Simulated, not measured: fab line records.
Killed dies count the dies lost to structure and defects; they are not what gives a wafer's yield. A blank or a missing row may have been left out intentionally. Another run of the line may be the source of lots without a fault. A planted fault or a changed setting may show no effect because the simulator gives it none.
Matching of chambers    flow nand harc    NHARC_P_BONDPAD_DESCUM_11 on rie diel-07 has 4 sister chambers
The step chemistry O2, time 3 s. 27 wafers are shown with their chamber, then 12 later ones without.

== EACH WAFER AND ITS CHAMBER ==
wafer   chamber  showerhead plenum p Torr (Torr)  drypump motor current A (A)  oes product au (a.u.)
L075.1  2        1.89                             5.7                          0.995
L075.2  1        2.05                             6.5                          0.998
L075.5  3        1.82                             5.8                          1.023
L078.1  0        1.82                             5.2                          1.007
L078.5  2        1.89                             5.8                          0.990
L078.6  3        1.82                             5.8                          1.001
L080.2  1        2.05                             6.5                          1.001
L080.3  2        1.88                             5.8                          0.998
L080.5  2        1.89                             5.7                          0.994
L083.1  2        1.88                             5.8                          0.983
L083.2  3        1.82                             5.8                          1.001
L083.3  1        2.05                             6.5                          0.997
L083.4  0        1.82                             5.2                          1.006
L083.5  2        1.88                             5.8                          0.987
L083.6  3        1.82                             5.8                          1.006
L086.1  2        1.88                             5.8                          0.992
L086.2  0        1.82                             5.2                          0.994
L086.5  2        1.88                             5.7                          0.990
L085.2  3        1.82                             5.8                          0.998
L085.3  1        2.05                             6.5                          0.987
L085.6  2        1.88                             5.8                          0.988
L087.1  0        1.81                             5.2                          1.004
L087.3  3        1.82                             5.8                          1.002
L087.6  3        1.82                             5.8                          0.996
L089.2  1        2.05                             6.5                          0.995
L089.5  2        1.88                             5.8                          0.992
L089.6  1        2.05                             6.5                          0.992

SIGNATURES, as means of the wafers listed above
reading                   chamber 0  chamber 1  chamber 2  chamber 3  scatter within a chamber
showerhead plenum p Torr  1.8175     2.0500     1.8830     1.8200     0.00352
drypump motor current A   5.200      6.500      5.770      5.800      0.0302
oes product au            1.00275    0.99500    0.99090    1.00386    0.00619
Rule: for a wafer and a chamber, the distance is found by dividing, reading by reading, the gap between the wafer's reading and the chamber's mean by the reading's scatter, squaring, summing and taking the root. The wafer belongs to the nearest chamber; if the next one is less than 2 further off, it can't be placed. The scatter is the square root of a quotient: the sum, over the shown wafers, of each reading's squared deviation from its chamber's mean, divided by wafers minus chambers.

== WAFERS WITHOUT THEIR CHAMBER ==
wafer   showerhead plenum p Torr (Torr)  drypump motor current A (A)  oes product au (a.u.)
L088.2  1.82                             5.8                          1.008
L088.3  1.81                             5.2                          1.012
L088.5  1.81                             5.3                          0.991
L088.1  2.05                             6.5                          1.012
L088.4  1.88                             5.8                          0.999
L088.6  1.82                             5.8                          1.001
L095.2  1.88                             5.8                          0.972
L095.5  1.88                             5.8                          0.976
L095.6  2.05                             6.5                          1.002
L097.1  1.82                             5.8                          1.012
L097.2  2.04                             6.5                          1.007
L097.5  1.88                             5.8                          0.971

== CHAMBER TAKEN BY EACH ==
wafer   from the rows above  in truth
L088.2  3                    3
L088.3  0                    0
L088.5  0                    0
L088.1  1                    1
L088.4  2                    2
L088.6  3                    3
L095.2  2                    2
L095.5  2                    2
L095.6  1                    1
L097.1  3                    3
L097.2  1                    1
L097.5  2                    2
Placed correctly: 12 of 12. Not placeable from these rows: 0. Number placed wrongly: 0.
